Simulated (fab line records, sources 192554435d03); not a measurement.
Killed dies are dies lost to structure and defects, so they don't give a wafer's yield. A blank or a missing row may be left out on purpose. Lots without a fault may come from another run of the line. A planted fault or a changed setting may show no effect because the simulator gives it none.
Split-lot experiment | flow n5_finfet | 7 lots, 21 wafers read, on a route of 1938 steps

THE SPLIT
At N5_DUMMY_GATE_ETCH_32 (etches SiO2 in CF4, target depth 3.5 nm, time 3.9 s), the setting time_s was moved away from the recipe's 3.9 s on 4 of the 21 wafers read, by -14.2% to -7.1%. The other wafers ran this setting at the recipe's value.

The reading is taken at the split's own step.

THE READING
etch.depth_nm (the simulator's own value, which no gauge read), in nm, at N5_DUMMY_GATE_ETCH_32 (etches SiO2 in CF4, target depth 3.5 nm, time 3.9 s). The file gives no usual value for it. The 17 wafers here that ran the recipe average 3.468 nm, standard deviation 0.083 nm.

wafer  | tool, chamber at the split | time_s as run, s | against the recipe | etch.depth_nm, nm | against lot-mates on the recipe
L075.3 | rie_si-05, 1               | 3.9              | recipe             | 3.571             | -
L075.4 | rie_si-05, 0               | 3.347            | -14.2%             | 3.043             | -0.534
L075.5 | rie_si-05, 1               | 3.9              | recipe             | 3.583             | -
L077.1 | rie_si-05, 3               | 3.9              | recipe             | 3.323             | -
L077.3 | rie_si-05, 1               | 3.9              | recipe             | 3.504             | -
L077.5 | rie_si-05, 3               | 3.9              | recipe             | 3.299             | -
L080.1 | rie_si-03, 1               | 3.9              | recipe             | 3.5               | -
L080.3 | rie_si-03, 2               | 3.624            | -7.1%              | 3.292             | -0.205
L080.4 | rie_si-03, 0               | 3.9              | recipe             | 3.494             | -
L082.3 | rie_si-05, 0               | 3.9              | recipe             | 3.438             | -
L082.4 | rie_si-05, 1               | 3.9              | recipe             | 3.555             | -
L082.5 | rie_si-05, 0               | 3.9              | recipe             | 3.508             | -
L087.4 | rie_si-05, 2               | 3.9              | recipe             | 3.43              | -
L087.5 | rie_si-05, 2               | 3.9              | recipe             | 3.415             | -
L087.6 | rie_si-05, 3               | 3.9              | recipe             | 3.377             | -
L090.3 | rie_si-03, 0               | 3.587            | -8.0%              | 3.302             | -0.196
L090.4 | rie_si-03, 3               | 3.587            | -8.0%              | 3.115             | -0.383
L090.6 | rie_si-03, 1               | 3.9              | recipe             | 3.498             | -
L091.2 | rie_si-03, 3               | 3.9              | recipe             | 3.401             | -
L091.3 | rie_si-03, 2               | 3.9              | recipe             | 3.576             | -
L091.4 | rie_si-03, 1               | 3.9              | recipe             | 3.49              | -

THE FIT
A straight line over all 21 wafers: etch.depth_nm changes by +0.0302 nm for each +1% of time_s; r = +0.82; the points scatter about the line by 0.085 nm.
The same after taking each lot's own level away (the mean of its wafers on the recipe; 21 wafers): +0.0361 nm for each +1%; r = +0.92; scatter 0.06 nm.
On that fit, the largest move of time_s shifts the reading by 0.51 nm.
The lots' own levels span 3.3753 to 3.5770 nm, that is 2.4 times the standard deviation above.
So the lot-to-lot level changes the slope: the two fits differ.
Check: with one of the wafers moved furthest among these (-14.2%) left out of the fit, the line predicts -0.483 nm for it against its lot-mates. It came out at -0.534 nm against them.

OTHER SPLITS ON THESE WAFERS
These wafers also went through other splits before the reading. Each is held against what the fit with the lots' levels taken away leaves over:
other split on the same wafers       | wafers away from the commonest value | r with etch.depth_nm (lot level and that fit taken away)
N5_ZERO_LAYER_PECVD_02 time_s        | 6                                    | -0.07
N5_ZERO_LAYER_EXPOSE_08 dose_mj      | 5                                    | +0.05
N5_WELL_APT_EXPOSE_22 dose_mj        | 9                                    | -0.12
N5_WELL_APT_PEB_23 peb_time_s        | 5                                    | +0.07
N5_FIN_CUT_ETCH_21 bias_w            | 4                                    | +0.02
N5_DUMMY_GATE_ETCH_31 target_depth_a | 8                                    | +0.33

THE FILE'S OWN FIT
etch.depth_nm changes by +0.036 nm for each +1% of time_s, r = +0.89.
